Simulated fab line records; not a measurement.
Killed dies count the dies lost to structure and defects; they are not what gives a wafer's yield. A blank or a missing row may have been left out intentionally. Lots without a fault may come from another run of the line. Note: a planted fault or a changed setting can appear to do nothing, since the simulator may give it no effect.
Matching of chambers    flow n5-finfet    4 sister chambers for N5_FIN_SAQP_FIN_ETCH_36 on rie-si-01
The step etches the open film in HBr/Cl2/O2, target depth 120 nm, time 50.4 s. 14 wafers are shown with their chamber, then 7 later ones without.

WAFERS WITH THEIR CHAMBER
wafer   chamber  drypump-motor-current-A (A)  oes-product-au (a.u.)  O2_flow_sccm (sccm)
L076.1  3        5.3                          1.047                  12.03
L076.2  0        6.0                          0.995                  12.01
L076.4  1        6.3                          1.012                  12.01
L078.2  2        5.4                          1.006                  12.01
L078.3  3        5.3                          1.034                  11.97
L078.5  0        6.0                          1.002                  11.98
L080.1  2        5.3                          1.026                  11.98
L080.2  1        6.3                          1.021                  11.98
L080.4  0        6.0                          1.000                  12.02
L087.1  3        5.3                          1.036                  11.99
L087.4  2        5.4                          1.021                  11.91
L087.5  3        5.3                          1.037                  11.99
L088.1  1        6.3                          1.019                  11.98
L088.3  0        6.0                          0.988                  11.95

SIGNATURES, as means of the wafers listed above
reading                  chamber 0  chamber 1  chamber 2  chamber 3  scatter within a chamber
drypump-motor-current-A  6.000      6.300      5.367      5.300      0.0258
oes-product-au           0.99625    1.01733    1.01767    1.03850    0.00692
O2_flow_sccm             11.9900    11.9900    11.9667    11.9950    0.0328
Rule: a wafer lies at a distance from a chamber equal to the root of the sum of squares, over the readings, of (its reading less the chamber's mean, divided by the reading's scatter). If the next closest chamber is less than 2 further off than the closest, the wafer can't be placed; otherwise it belongs to the closest. The scatter: take each reading less its chamber's mean, square it, sum over the shown wafers, divide by the number of wafers less the number of chambers, and take the root.

WAFERS MISSING THEIR CHAMBER
wafer   drypump-motor-current-A (A)  oes-product-au (a.u.)  O2_flow_sccm (sccm)
L088.6  5.3                          1.041                  12.05
L091.2  5.4                          1.011                  12.06
L091.3  6.3                          1.014                  12.00
L091.5  5.3                          1.033                  12.05
L095.1  6.3                          1.031                  12.01
L095.3  5.3                          1.032                  11.96
L095.5  5.4                          1.031                  12.12

EACH ONE'S CHAMBER
wafer   from the rows above      in truth
L088.6  3                        3
L091.2  2                        2
L091.3  1                        1
L091.5  3                        3
L095.1  1                        1
L095.3  can't be placed: 3 or 2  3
L095.5  can't be placed: 2 or 3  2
5 of 7 placed correctly. From these rows, 2 cannot be placed; in 2 the true chamber is one of the candidates. Placed wrongly: 0.
